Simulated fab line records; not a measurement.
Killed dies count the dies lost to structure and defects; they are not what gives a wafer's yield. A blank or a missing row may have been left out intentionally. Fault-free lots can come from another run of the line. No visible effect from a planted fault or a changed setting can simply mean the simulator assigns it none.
Lot-split experiment -- flow n5 finfet -- route with 1938 steps; 7 lots, 21 wafers read

ABOUT THE SPLIT
At N5_BEOL_M2_TRENCH_ETCH_37 (etches SiOC in C4F6/O2, target depth 55.555 nm, time 29.2 s), the setting bias w was moved away from the recipe's 185 W on 6 of the 21 wafers read, by -18.0% to +14.2%. All remaining wafers had this setting at the recipe value.

The split's own step is where the reading is taken.

THE READING
rf vpp V, in V, at N5_BEOL_M2_TRENCH_ETCH_37 (etches SiOC in C4F6/O2, target depth 55.555 nm, time 29.2 s). On this fab line, fault-free wafers typically give 667 V with a standard deviation of 13 V.

wafer,"tool, chamber at the split","bias w as run, W",against the recipe,"rf vpp V, V",against lot-mates on the recipe
L076.1,"rie diel-01, 0",185,recipe,672,-
L076.3,"rie diel-01, 2",185,recipe,655,-
L076.5,"rie diel-01, 2",161,-13.0%,586,-78
L088.2,"rie diel-01, 0",185,recipe,672,-
L088.3,"rie diel-01, 3",211.2,+14.2%,745,+70
L088.4,"rie diel-01, 1",185,recipe,679,-
L089.2,"rie diel-02, 0",185,recipe,654,-
L089.3,"rie diel-02, 1",159,-14.1%,582,-88
L089.4,"rie diel-02, 3",185,recipe,686,-
L091.1,"rie diel-02, 2",185,recipe,682,-
L091.4,"rie diel-02, 3",185,recipe,687,-
L091.6,"rie diel-02, 3",185,recipe,687,-
L092.1,"rie diel-02, 2",185,recipe,682,-
L092.3,"rie diel-02, 3",185,recipe,688,-
L092.6,"rie diel-02, 2",185,recipe,682,-
L095.1,"rie diel-01, 2",185,recipe,654,-
L095.4,"rie diel-01, 3",207.9,+12.4%,736,+82
L095.6,"rie diel-01, 2",207.9,+12.4%,718,+64
L096.1,"rie diel-02, 1",185,recipe,657,-
L096.3,"rie diel-02, 2",151.7,-18.0%,585,-70
L096.4,"rie diel-02, 0",185,recipe,653,-

THE FIT
A straight line over all 21 wafers: rf vpp V changes by +5.29 V for each +1% of bias w; r = +0.95; the points scatter about the line by 14 V.
The same after taking each lot's own level away (the mean of its wafers on the recipe; 21 wafers): +5.26 V for each +1%; r = +0.97; scatter 10 V.
Per that fit: largest bias w move, reading shift of 95 V.
The lots' own levels span 654.0 to 685.3 V, that is 2.4 times the standard deviation above.
Hence the lot-to-lot level has little effect on the slope; both slopes agree.
Check: with one of the wafers moved furthest among these (-18.0%) left out of the fit, the line predicts -105 V for it against its lot-mates. It came out at -70 V against them.
Tool readings at the split's step, against how far the setting was moved: rf vpp V r = +0.95.

THE WHOLE CHAIN: every reading that the file lists as answering this split, in the file's order
step,what it does,reading,change (the file's fit),r (the file's)
N5_BEOL_M2_TRENCH_ETCH_37,"etches SiOC in C4F6/O2, target depth 55.555 nm, time 29.2 s",rf vpp V,+5.16 V for each +1% of the setting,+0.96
N5_BEOL_M2_TRENCH_ETCH_37,"etches SiOC in C4F6/O2, target depth 55.555 nm, time 29.2 s","BEOL_M2.feature depth nm (the simulator's own value, which no gauge read)",+0.236 nm for each +1% of the setting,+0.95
N5_BEOL_M2_TRENCH_ETCH_37,"etches SiOC in C4F6/O2, target depth 55.555 nm, time 29.2 s","etch.depth nm (the simulator's own value, which no gauge read)",+0.233 nm for each +1% of the setting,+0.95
N5_BEOL_M2_CMP_52,"polishes, stops on SiOC, t overpolish 6.8 s, target thk 40 nm","Cu_of_BEOL_M2_ECD_50.thk nm (the simulator's own value, which no gauge read)",+0.28 nm for each +1% of the setting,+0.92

THE FILE'S OWN FIT
rf vpp V changes by +5.16 V for each +1% of bias w, r = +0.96.
